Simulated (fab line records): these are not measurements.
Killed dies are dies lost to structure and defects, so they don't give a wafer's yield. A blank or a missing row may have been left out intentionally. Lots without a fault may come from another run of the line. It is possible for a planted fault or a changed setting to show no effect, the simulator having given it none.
fab line records | flow nand-harc
[record] lots = 13 wafers = 38 last-day = 33
route steps=1302 shown P_BONDPAD@352 A_ZERO_WELL@396 END@1302
lots with no fault: from the same line, run without faults
start-h: the number of hours between the record's first day and the start of the first shown wafer of the lot | wait-h: hours from the lot's prior step to this one | " repeats the value in the row above | L1.1+2: a row that stands for several wafers | - value missing, or start not given | * or withheld: withheld | < > ~ a bound
route shown NAME@n: names a module that has steps shown in the file, with the first one's number in the route | usual: average and standard deviation across the fault-free wafers | same: alike in all rows | chamber/n: place in a boat | sites: each site's reading | _std_site: standard deviation across them | _edge_site: mean of outer sites minus mean of inner sites | radius-mm: how far each site lies from the wafer's centre | mask NAME#n: copy n | behind: the last tool/chamber to shape the wafer | hold: cause of the lot's hold/its duration in hours/its outcome | device: the n, p or np transistor that did not switch | end of line: tests of these same wafers at the route's end | for a step that has no rows: nothing shown but its recipe | killed: dies lost to structure and defects at the first sort, not the wafer's yield | map: the dies of a wafer, with x for killed, . for not killed, _ for no die there
set.NAME: setting as actually run; set.NAME@STEP: the setting as run at that earlier step | model.NAME: the simulator's own value behind a step, which no gauge read
one table for each step of the route and one row for each wafer, over a sample of lots
services: the hour from which a tool's chamber was out of use, counted from the record's first day as start-h (under 0 if before that day), plus the number of hours and why
[[steps]]
[step NHARC_P_BONDPAD_CMP_32]
[recipe] target-thk-nm = 200 material = SiCN
[usual] edge-zone-pressure-frac = 1.000/0.0048 motor-current-A = 12.3/1.3 pad-life-wafers = 148/84 retaining-ring-pressure-frac = 1.000/0.0051
// columns lot.wafer tool chamber start-h wait-h edge-zone-pressure-frac motor-current-A pad-life-wafers retaining-ring-pressure-frac
L642.4 cmp-01 2 144.37 - 0.996 12.0 156 0.996
L642.1 " 1 " " 1.006 11.5 159 0.996
L642.6 " 2 " " 0.991 11.8 - 0.997
L643.2 cmp-01 0 149.54 - 0.994 11.7 176 0.992
L643.5 " 2 " " 1.002 12.5 - 1.007
L643.6 " 3 " " 0.992 14.3 - 0.995
L644.2 cmp-04 3 162.69 - 1.000 13.7 164 0.999
L644.5 " 1 " " 0.999 13.2 - 1.004
L644.6 " 2 " " 1.003 12.3 - 1.005
L645.2 cmp-02 0 170.09 - 0.996 10.8 98 0.997
L645.4 " 1 " " 1.002 13.5 99 0.990
L645.6 " 3 " " 1.000 12.0 - 0.998
L647.1 cmp-02 2 182.33 - 0.996 11.0 156 1.006
L647.2 " 3 " " 0.994 12.4 157 0.997
L647.3 " 0 " " 0.999 10.6 158 0.996
L649.2 cmp-01 2 209.01 - 0.997 11.9 66 1.001
L649.3 " 0 " " 1.002 12.5 68 0.999
L649.5 " 3 " " 0.999 15.7 - 1.001
L650.1 cmp-02 3 212.05 - 1.000 11.9 265 0.997
L650.2 " 0 " " 0.997 10.8 266 0.994
L650.5 " 3 " " 1.001 12.2 - 1.001
L652.3 cmp-01 1 235.61 - 1.002 11.3 163 0.991
L652.1 " 3 " " 0.999 14.8 165 1.002
L652.6 " 0 " " 0.999 12.0 - 1.004
L653.4 cmp-02 2 248.27 - 1.001 11.4 1 0.991
L653.2 " 3 " " 1.003 11.7 2 1.002
L653.1 " 0 " " 0.997 10.5 3 1.002
L654.3 cmp-02 3 252.22 0.3 0.999 11.8 12 1.006
L654.4 " 1 " " 1.013 13.5 14 0.999
L654.1 " 2 " " 1.008 11.3 15 0.999
L660.4 cmp-01 3 319.86 - 0.993 14.6 144 0.996
L660.5 " 0 " " 0.997 12.0 - 0.998
L661.2 cmp-01 2 327.68 - 0.992 12.1 182 0.993
L661.3 " 3 " " 1.003 15.2 183 1.001
L661.6 " 0 " " 0.998 12.2 - 1.001
L662.1 cmp-04 1 349.62 - 1.007 12.9 132 0.997
L662.3 " 2 " " 1.002 13.1 133 1.003
L662.4 " 3 " " 0.993 14.1 134 1.000
[step NHARC_P_BONDPAD_ETCH_37]
[recipe] target-depth-a = 600 overetch-a = 180 time-s = 65.91 ion-energy-ev = 200 n2-flow-sccm = 150 h2-flow-sccm = 150 ar-flow-sccm = 0 rf-w = 400 bias-w = 150 chemistry = N2/H2
[usual] drypump-motor-current-A = 5.6/0.31 oes-product-au = 0.993/0.013 rf-vpp-V = 431.9/2.6 showerhead-plenum-p-Torr = 2.09/0.094 throttle-valve-pct = 14.170/0.0089
// columns lot.wafer tool chamber start-h wait-h drypump-motor-current-A oes-product-au rf-hours-counter-h rf-vpp-V showerhead-plenum-p-Torr throttle-valve-pct
L642.4 rie-diel-10 1 145.36 0.1 5.6 1.010 3.5 429.1 2.00 14.166
L642.1 " 2 " " 5.7 0.975 3.5 429.9 2.04 14.179
L642.6 " 0 " " 5.7 0.999 - 433.4 2.18 14.188
L643.2 rie-diel-10 1 150.50 0.1 5.7 1.003 4.1 430.6 2.00 14.159
L643.5 " 2 " " 5.7 0.979 - 430.1 2.04 14.163
L643.6 " 3 " " 5.4 0.982 - 433.9 2.19 14.167
L644.2 rie-diel-10 2 163.63 0.1 5.7 0.975 4.3 432.7 2.04 14.175
L644.6 " 1 " " 5.6 1.006 - 430.5 2.00 14.166
L644.5 " 2 " " 5.7 0.963 - 429.6 2.04 14.191
L645.2 rie-diel-12 1 171.16 0.1 5.6 0.993 1.3 428.2 1.94 14.173
L645.4 " 2 " " 5.1 1.006 1.4 433.4 2.17 14.171
L645.6 " 2 " " 5.1 1.004 - 433.3 2.17 14.192
L647.2 rie-diel-01 3 183.47 0.1 5.2 0.999 9.2 431.9 2.15 14.186
L647.1 " 0 " " 5.9 1.000 9.4 433.0 2.08 14.172
L647.3 " 1 " " 6.2 1.026 7.8 428.1 1.95 14.160
L649.3 rie-diel-12 0 209.99 0.1 6.2 1.007 2.0 434.0 2.15 14.180
L649.2 " 1 " " 5.6 0.985 2.3 428.7 1.94 14.172
L649.5 " 1 " " 5.6 0.991 - 426.5 1.94 14.160
L650.1 rie-diel-12 1 213.02 0.1 5.6 0.994 2.4 427.6 1.94 14.177
L650.2 " 3 " " 5.7 0.981 2.3 434.6 2.19 14.174
L650.5 " 0 " " 6.2 0.992 - 433.2 2.15 14.170
L652.3 rie-diel-01 0 236.70 0.1 5.9 1.005 1.5 432.3 2.08 14.185
L652.1 " 2 " " 5.3 0.989 2.0 427.8 1.97 14.175
L652.6 " 0 " " 5.9 1.000 - 430.9 2.08 14.178
L653.2 rie-diel-12 0 249.35 0.1 6.2 0.996 2.6 433.2 2.15 14.171
L653.1 " 1 " " 5.6 1.000 3.7 426.2 1.94 14.172
L653.4 " 2 " " 5.2 1.007 3.8 435.0 2.17 14.179
L654.4 rie-diel-12 2 253.21 0.1 5.1 1.006 3.9 433.8 2.17 14.176
L654.1 " 3 " " 5.7 0.978 3.9 435.1 2.19 14.171
L654.3 " 0 " " 6.2 0.998 2.7 432.4 2.15 14.167
L660.4 rie-diel-12 1 320.98 0.1 5.6 1.004 1.2 425.1 1.94 14.188
L660.5 " 1 " " 5.6 1.007 - 428.1 1.94 14.155
L661.3 rie-diel-10 2 328.75 0.1 5.7 0.983 3.4 428.8 2.04 14.169
L661.2 " 3 " " 5.4 0.988 3.7 433.3 2.19 14.191
L661.6 " 2 " " 5.7 0.981 - 432.1 2.04 14.161
L662.3 rie-diel-01 3 350.73 0.1 5.3 0.992 7.0 433.4 2.15 14.174
L662.1 " 0 " " 5.9 1.007 6.9 432.7 2.08 14.163
L662.4 " 1 " " 6.2 0.988 6.5 427.7 1.95 14.180
[step NHARC_A_ZERO_WELL_SOFTBAKE_05]
[recipe] temp-c = 125 time-s = 70
[usual] heater-power-total-W = 201.0/1.3
// columns lot.wafer tool chamber start-h wait-h heater-power-total-W
L642.1 litho-track-02 0 148 - 202.7
L642.4 " 0 " " 201.0
L642.6 " 0 " " 199.8
L643.2 litho-track-03 0 153 - 199.3
L643.5 " 0 " " 201.9
L643.6 " 0 " " 200.2
L644.2 litho-track-05 0 166 - 199.2
L644.5 " 0 167 - 199.7
L644.6 " 0 " " 202.4
L645.2 litho-track-05 0 174 - 198.9
L645.4 " 0 " " 202.6
L645.6 " 0 " " 201.3
L647.1 litho-track-03 0 187 - 199.4
L647.2 " 0 " " 198.9
L647.3 " 0 " " 202.6
L649.2 litho-track-02 0 213 - 199.9
L649.3 " 0 " " 202.6
L649.5 " 0 " " 202.5
L650.1 litho-track-05 0 216 - 202.3
L650.2 " 0 " " 202.6
L650.5 " 0 " " 199.9
L652.1 litho-track-05 0 240 - 200.8
L652.3 " 0 " " 199.8
L652.6 " 0 " " 202.6
L653.1 litho-track-05 0 252 - 199.6
L653.2 " 0 " " 202.5
L653.4 " 0 " " 200.2
L654.1 litho-track-02 0 256 - 199.7
L654.3 " 0 " " 198.9
L654.4 " 0 " " 202.5
L660.4 litho-track-05 0 324 - 234.0
L660.5 " 0 " " 201.8
L661.2 litho-track-05 0 332 - 232.5
L661.3 " 0 " " 199.3
L661.6 " 0 " " 202.4
L662.1 litho-track-05 0 354 - 202.4
L662.3 " 0 " " 199.3
L662.4 " 0 " " 235.0
[step NHARC_A_ZERO_WELL_CD_MEAS_10]
[recipe] target-cd-nm = 2000 landing-energy-ev = 500
[usual] cd-nm = 2001.3/2.4
// columns lot.wafer tool chamber start-h wait-h cd-nm
L642.1 cd-sem-03 0 149.10 - 2001.6
L642.4 " 0 " " 1997.4
L642.6 " 0 " " 1998.2
L643.2 cd-sem-02 0 154.12 - 1999.8
L643.5 " 0 " " 2003.8
L643.6 " 0 " " 2001.9
L644.2 cd-sem-02 0 167.31 - 1998.1
L644.5 " 0 " " 2002.6
L644.6 " 0 " " 1999.9
L645.2 cd-sem-01 0 174.84 - 1999.3
L645.4 " 0 " " 2007.1
L645.6 " 0 " " 2002.2
L647.1 cd-sem-02 0 187.57 - 1998.0
L647.2 " 0 " " 2003.1
L647.3 " 0 " " 1997.9
L649.2 cd-sem-01 0 213.99 - 1999.5
L649.3 " 0 " " 2001.0
L649.5 " 0 " " 1999.5
L650.1 cd-sem-02 0 216.65 - 1998.9
L650.2 " 0 " " 1999.9
L650.5 " 0 " " 2000.1
L652.1 cd-sem-02 0 240.60 - 2003.7
L652.3 " 0 " " 2001.1
L652.6 " 0 " " 2003.4
L653.1 cd-sem-02 0 253.13 - 1997.3
L653.2 " 0 " " 2004.2
L653.4 " 0 " " 2001.9
L654.1 cd-sem-02 0 256.88 - 2005.4
L654.3 " 0 " " 1998.6
L654.4 " 0 " " 2006.0
L660.4 cd-sem-02 0 324.61 - 2000.2
L660.5 " 0 " " 2001.8
L661.2 cd-sem-03 0 332.53 - 2001.2
L661.3 " 0 " " 2002.5
L661.6 " 0 " " 2001.3
L662.1 cd-sem-01 0 354.46 - 1999.8
L662.3 " 0 " " 2000.5
L662.4 " 0 " " 1996.6
[step NHARC_END_SORT_01]
[recipe] temp-c = 25
[usual] killed-at-array = 61/24 killed-at-other = 1.2/1.3 killed-at-periphery = 3.7/2.6 killed-dies = 66/23 killed-open = 3.3/1.8 killed-short = 2.4/1.6
[same] gross-dies = 677
// columns lot.wafer tool chamber start-h wait-h killed-at-array killed-at-other killed-at-periphery killed-dies killed-open killed-short
L650.1 prober-01 0 622.06 2.5 117 0 8 125 2 6
L650.2 prober-01 0 622.85 2.8 107 1 7 115 3 5
L650.5 prober-01 0 625.24 3.7 106 0 6 112 3 6
// killed by level:class
L650.1 A_CHANNEL_HOLE_D2:chamber-film-flake=39 A_CHANNEL_HOLE_D1:chamber-film-flake=39 A_SLIT:chamber-film-flake=28 P_BONDPAD:chamber-film-flake=4 A_WL_FILL:geometric-particle:short=3 A_CONTACT:chamber-film-flake=3 P_CONTACT:geometric-particle:short=1 P_M0:geometric-particle:short=1
L650.2 A_CHANNEL_HOLE_D2:chamber-film-flake=34 A_CHANNEL_HOLE_D1:chamber-film-flake=31 A_SLIT:chamber-film-flake=29 P_BONDPAD:chamber-film-flake=3 A_WL_FILL:chamber-film-flake=3 A_CONTACT:chamber-film-flake=3 P_M0:geometric-particle:short=2 A_ONON_D1:geometric-particle:short=2
L650.5 A_CHANNEL_HOLE_D2:chamber-film-flake=35 A_CHANNEL_HOLE_D1:chamber-film-flake=34 A_SLIT:chamber-film-flake=23 A_CONTACT:chamber-film-flake=3 A_CHANNEL_FILL_D2:geometric-particle:short=2 P_ZERO_WELL:chamber-film-flake=2 P_BONDPAD:chamber-film-flake=2 A_CHANNEL_FILL_D2:chamber-film-flake=2
[[services]]
// columns tool chamber start-h hours kind
litho-track-05 - 124.00 7.0 pm
cmp-01 - 138.83 3.7 repair
cmp-02 - 144.52 4.0 pm
rie-diel-10 2 157.98 2.0 repair
cmp-01 - 168.25 0.5 repair
cmp-01 - 169.58 1.6 repair
cmp-01 - 177.18 1.2 repair
rie-diel-12 0 183.76 5.4 repair
cmp-01 - 185.50 4.0 pm
rie-diel-10 1 189.39 11.8 repair
rie-diel-12 - 192.65 5.0 repair
rie-diel-12 2 204.09 4.3 repair
rie-diel-12 0 227.09 19.7 repair
cmp-02 - 241.66 2.0 repair
rie-diel-10 - 242.63 9.0 pm
cmp-02 - 243.69 4.0 pm
rie-diel-12 - 268.40 9.0 pm
cmp-01 - 271.92 0.4 repair
cmp-02 - 283.40 17.6 repair
cmp-01 - 283.50 4.0 pm
litho-track-05 - 299.00 7.0 pm
cmp-01 - 310.15 0.8 repair
cmp-01 - 331.86 1.0 repair
cmp-02 - 341.69 4.0 pm
[[key]]
[first-sign] step = NHARC_A_ZERO_WELL_SOFTBAKE_05 reading = heater-power-total-W direction = up sigmas = 26 usual = * struck = *
effect none on later readings
met-at NHARC_A_ZERO_WELL_SOFTBAKE_05
struck-lots L660,L661,L662
struck-wafers L660.4,L661.2,L662.4
tester-left-out L660,L661,L662
not-acting-at NHARC_P_BONDPAD_CMP_32,NHARC_P_BONDPAD_ETCH_37,NHARC_A_ZERO_WELL_CD_MEAS_10
onset-between 252 324
[fault] kind = process-parameter-drift tool = litho-track-05 chamber = - onset-h = 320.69 steps = NHARC_A_ZERO_WELL_SOFTBAKE_05 channel = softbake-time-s offset = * shape = step end-h = 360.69 scope = struck-wafers-only acts-in = * stated = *
// tester-left-out: of these lots the tester's yield and bins aren't shown, on N5 and GAA mostly nor the transistor test; their killed dies are dies lost to structure and defects alone, not to doping, threshold or leakage, so they don't give the yield
